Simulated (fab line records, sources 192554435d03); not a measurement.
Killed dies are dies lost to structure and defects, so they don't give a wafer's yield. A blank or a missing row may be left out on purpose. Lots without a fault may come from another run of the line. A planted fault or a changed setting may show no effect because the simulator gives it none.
Chamber matching | flow n5_finfet | N5_BEOL_M4_ALD_98 on ald_sin-03: 4 sister chambers
The step deposits SiO2, target thk 2.5 nm, pulse time 1 s, co reactant pulse time 1 s. 8 wafers are shown with their chamber, then 8 later ones without.

WAFERS WITH THEIR CHAMBER
wafer  | chamber | heater_power_w (W) | chamber_pressure_Torr (Torr)
L076.6 | 0       | 77                 | 2.002
L080.4 | 3       | 82                 | 2.014
L083.5 | 1       | 78                 | 1.997
L083.6 | 0       | 75                 | 2.003
L087.3 | 2       | 83                 | 2.002
L087.4 | 3       | 80                 | 1.998
L087.6 | 1       | 76                 | 2.002
L082.4 | 2       | 81                 | 1.999

WAFERS WITHOUT THEIR CHAMBER
wafer  | heater_power_w (W) | chamber_pressure_Torr (Torr)
L082.5 | 82                 | 1.998
L082.6 | 78                 | 1.998
L090.1 | 73                 | 2.000
L090.3 | 77                 | 2.001
L090.6 | 83                 | 1.999
L097.1 | 76                 | 2.000
L097.2 | 83                 | 2.006
L097.5 | 82                 | 2.005

WHICH CHAMBER EACH WENT THROUGH
wafer  | from the rows above          | in truth
L082.5 | can't be placed: 2 or 3      | 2
L082.6 | can't be placed: 1 or 0 or 3 | 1
L090.1 | can't be placed: 0 or 1      | 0
L090.3 | can't be placed: 1 or 0      | 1
L090.6 | can't be placed: 2 or 3      | 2
L097.1 | can't be placed: 0 or 1      | 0
L097.2 | can't be placed: 2 or 3      | 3
L097.5 | can't be placed: 3 or 2      | 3
Placed correctly: 0 of 8. Can't be placed from these rows: 8 (the true chamber is among the candidates in 8). Placed wrongly: 0.
How it was worked out, from the rows above alone: a wafer's distance from a chamber is the root of the sum, over the readings, of the square of ((its reading less the chamber's mean) divided by the reading's scatter). The wafer belongs to the nearest chamber; if the next one is less than 2 further off, it can't be placed. A chamber's mean is the mean of its shown wafers. The scatter: the root of (the sum of the squares of (reading less its chamber's mean) over the shown wafers, divided by (wafers less chambers)).
